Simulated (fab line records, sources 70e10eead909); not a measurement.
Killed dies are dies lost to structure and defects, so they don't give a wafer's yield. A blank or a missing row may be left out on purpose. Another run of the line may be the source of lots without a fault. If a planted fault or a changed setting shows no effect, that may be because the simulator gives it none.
Matching of chambers    flow nandHarc    NHARC_P_M2_DEP_33 on pecvd-02 has 3 sister chambers
The step deposits SiCN, target thk 30 nm. 3 wafers are shown with their chamber, then 9 later ones without.

WAFERS WITH THEIR CHAMBER
wafer   chamber  heaterPowerW (W)
L087.3  1        713
L087.4  0        716
L087.6  2        531

WAFERS WHOSE CHAMBER IS MISSING
wafer   heaterPowerW (W)
L089.2  727
L089.3  606
L089.4  710
L090.4  731
L090.5  582
L090.6  677
L092.3  647
L092.4  579
L092.5  672

CHAMBER TAKEN BY EACH
wafer   from the rows above           in truth
L089.2  can't be placed: 0 or 1       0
L089.3  can't be placed: 2 or 1 or 0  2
L089.4  can't be placed: 1 or 0       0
L090.4  can't be placed: 0 or 1       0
L090.5  can't be placed: 2 or 1 or 0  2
L090.6  can't be placed: 1 or 0       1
L092.3  can't be placed: 1 or 0 or 2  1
L092.4  can't be placed: 2 or 1 or 0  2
L092.5  can't be placed: 1 or 0       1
Placed correctly: 0 of 9. Cannot be placed on the basis of these rows: 9; the candidates contain the true chamber in 9. Number placed wrongly: 0.
How it was worked out, from the rows above alone: a wafer's distance from a chamber is the root of the sum, over the readings, of the square of ((its reading less the chamber's mean) divided by the reading's scatter). If the next closest chamber is less than 2 further off than the closest, the wafer can't be placed; otherwise it belongs to the closest. The mean given for a chamber averages the wafers shown for that chamber. The scatter: root of mean squared gap, hidden wafer to nearest shown wafer, with one shown wafer a chamber.
